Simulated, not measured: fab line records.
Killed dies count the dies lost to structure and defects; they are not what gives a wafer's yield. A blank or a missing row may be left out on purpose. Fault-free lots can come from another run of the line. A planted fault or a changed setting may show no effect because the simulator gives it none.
Struck lot and sound lot, side by side ; flow nand_harc ; 14 steps out of a route of 1302
Sound: the wafers L605.1, L605.3, L605.6. The struck wafers were L615.1, L615.2, L615.5. The cause is given at the end.
At each step with rows: each side's tool, then ch and its chambers, then its first start. Under that, the readings that differ: sound wafers ; struck wafers ; difference of the means ; sigmas: that difference in standard deviations of wafers without a fault.
alike: a reading whose means differ by less than 2 such deviations, as well as words and numbers matching on both sides. not compared: withheld readings; readings where some wafer has no value; bounds like >300 that might hide an equal value; numbers whose values overlap and for which the record gives no deviation.
The two part at a step that has a row with sigmas, a row that says differs or no value, or rows on one side only. Non-overlapping numbers with no deviation appear without sigmas and do not part them. A reading that every wafer of one side lacks parts them only if that side has two wafers or more.

NHARC_P_M2_PRE_CLEAN_30: time 30 s.
  sound on pvd_sputter-01; struck on pvd_sputter-02
  alike: heater_power_w
NHARC_P_M2_PVD_20: deposits TaN, target thk 5 nm, time 8.06 s.
  sound on pvd_sputter-01; struck on pvd_sputter-02
  alike: bias_v, throttle_valve_pct
NHARC_P_M2_PVD_21: deposits Cu, target thk 30 nm, time 20.49 s.
  sound on pvd_sputter-01; struck on pvd_sputter-02
  alike: throttle_valve_pct
then, 1 step without rows for these wafers: NHARC_P_M2_ECD_22 (material Cu, target thk 400 nm).
NHARC_P_M2_ANNEAL_31: time 90 s.
  sound on rtp_anneal-02 ch 0, day 7 04:17; struck on rtp_anneal-02 ch 0, day 11 09:10
  alike: wafer_temp_C_max
then, 1 step without rows for these wafers: NHARC_P_M2_CMP_23 (polishes, t overpolish 20 s, target thk 144.3 nm).
NHARC_P_M2_THK_MEAS_24: measures by xrf.
  sound on film_metro-01 at day 7 04:56; struck on film_metro-02 at day 11 09:49
  alike: thk_nm
following that, these wafers have no rows for 1 step: NHARC_P_M2_SRD_25.
NHARC_P_M2_INSPECT_27:
  sound on defect_inspect-01 at day 7 05:06; struck on defect_inspect-01 at day 11 09:59
  alike: raw_defect_count
NHARC_P_M2_PRE_CLEAN_32: time 12 s.
  sound on pecvd-02 ch 0,1, day 7 05:10; struck on pecvd-02 ch 0,2, day 11 10:04
  alike: heater_power_w
  not compared: since_wet_clean_h
then, 1 step without rows for these wafers: NHARC_P_M2_DEP_33 (deposits SiCN, target thk 30 nm).
NHARC_P_BONDPAD_DEP_00: deposits SiCN, target thk 250 nm.
  sound on pecvd-02 ch 0,1, day 7 05:50; struck on pecvd-01 ch 1,2, day 11 11:09
  alike: heater_power_w
  not compared: since_wet_clean_h
then, 1 step without rows for these wafers: NHARC_P_BONDPAD_CMP_32 (polishes SiCN, target thk 200 nm).
NHARC_END_SORT_01:
  the record has rows for the sound wafers here (prober-01 ch 0, day 24 17:17) and none for the struck ones

== WHERE THEY PART ==
Only at NHARC_END_SORT_01, as far as this record shows.

WHY: whatever the simulator had introduced
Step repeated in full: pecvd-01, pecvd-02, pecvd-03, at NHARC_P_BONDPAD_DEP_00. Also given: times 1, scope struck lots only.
